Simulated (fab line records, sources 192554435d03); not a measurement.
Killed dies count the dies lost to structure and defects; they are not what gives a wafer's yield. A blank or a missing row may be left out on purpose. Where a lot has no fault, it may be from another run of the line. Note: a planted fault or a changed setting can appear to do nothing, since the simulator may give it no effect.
Lot-split experiment	flow n5Finfet	21 wafers read from 7 lots, route of 1938 steps

== ABOUT THE SPLIT ==
At N5_BEOL_M0_ETCH_128 (etches SiCN in CF4/N2, target depth 12 nm, overetch 5.1 nm, time 21.4 s), the setting sourceW was moved away from the recipe's 430 W on 9 of the 21 wafers read, by -11.3% to +15.8%. For the rest of the wafers, this setting stayed at what the recipe calls for.

Reading taken at the split's own step.

== THE READING ==
rfVppV, in V, at N5_BEOL_M0_ETCH_128 (etches SiCN in CF4/N2, target depth 12 nm, overetch 5.1 nm, time 21.4 s). On this fab line, fault-free wafers typically give 383.0 V with a standard deviation of 1.6 V.

wafer	tool, chamber at the split	sourceW as run, W	against the recipe	rfVppV, V	against lot-mates on the recipe
L075.2	rieDiel-04, 3	430	recipe	384.0	-
L075.3	rieDiel-04, 2	430	recipe	384.2	-
L075.4	rieDiel-04, 1	430	recipe	382.3	-
L080.1	rieDiel-06, 3	430	recipe	383.6	-
L080.2	rieDiel-06, 2	381.6	-11.3%	400.3	+16.7
L080.6	rieDiel-06, 3	381.6	-11.3%	398.0	+14.4
L084.1	rieDiel-04, 0	498.1	+15.8%	366.6	no lot-mate on the recipe
L084.2	rieDiel-04, 2	498.1	+15.8%	365.5	no lot-mate on the recipe
L084.6	rieDiel-04, 2	498.1	+15.8%	365.3	no lot-mate on the recipe
L085.1	rieDiel-01, 1	430	recipe	381.3	-
L085.3	rieDiel-01, 2	466.9	+8.6%	371.0	-10.3
L085.4	rieDiel-01, 3	466.9	+8.6%	372.7	-8.6
L088.1	rieDiel-04, 2	430	recipe	382.7	-
L088.2	rieDiel-04, 3	430	recipe	383.4	-
L088.3	rieDiel-04, 1	430	recipe	380.8	-
L091.2	rieDiel-04, 1	430	recipe	381.8	-
L091.3	rieDiel-04, 0	430	recipe	385.0	-
L091.4	rieDiel-04, 2	430	recipe	383.6	-
L092.2	rieDiel-01, 2	498.1	+15.8%	360.8	-21.2
L092.4	rieDiel-01, 1	498.1	+15.8%	364.5	-17.5
L092.6	rieDiel-01, 1	430	recipe	382.0	-

FIT RESULTS
A straight line over all 21 wafers: rfVppV changes by -1.23 V for each +1% of sourceW; r = -0.99; the points scatter about the line by 1.7 V.
The same after taking each lot's own level away (the mean of its wafers on the recipe; 18 wafers): -1.26 V for each +1%; r = -0.99; scatter 1.3 V.
Per that fit: largest sourceW move, reading shift of 20 V.
Measured against the standard deviation above, the lots' own levels, which go from 381.30 to 383.60 V, span 1.4 times it.
So the lot-to-lot level changes the slope little: the two slopes agree.
Check: with one of the wafers moved furthest among these (+15.8%) left out of the fit, the line predicts -18.9 V for it against its lot-mates. Against them it came out at -21.2 V.
Tool readings at the split's step, against how far the setting was moved: rfVppV r = -0.99.

== ADDITIONAL SPLITS CARRIED BY THESE WAFERS ==
Before the reading, these wafers also passed through other splits. Each is held against what the fit with the lots' levels taken away leaves over:
other split on the same wafers	wafers away from the commonest value	r with rfVppV (lot level and that fit taken away)
N5_BEOL_M0_SAQP_SPACER2_ALD_26 targetThkA	10	-0.05

== FILE'S OWN FIT ==
rfVppV changes by -1.25 V for each +1% of sourceW, r = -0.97.
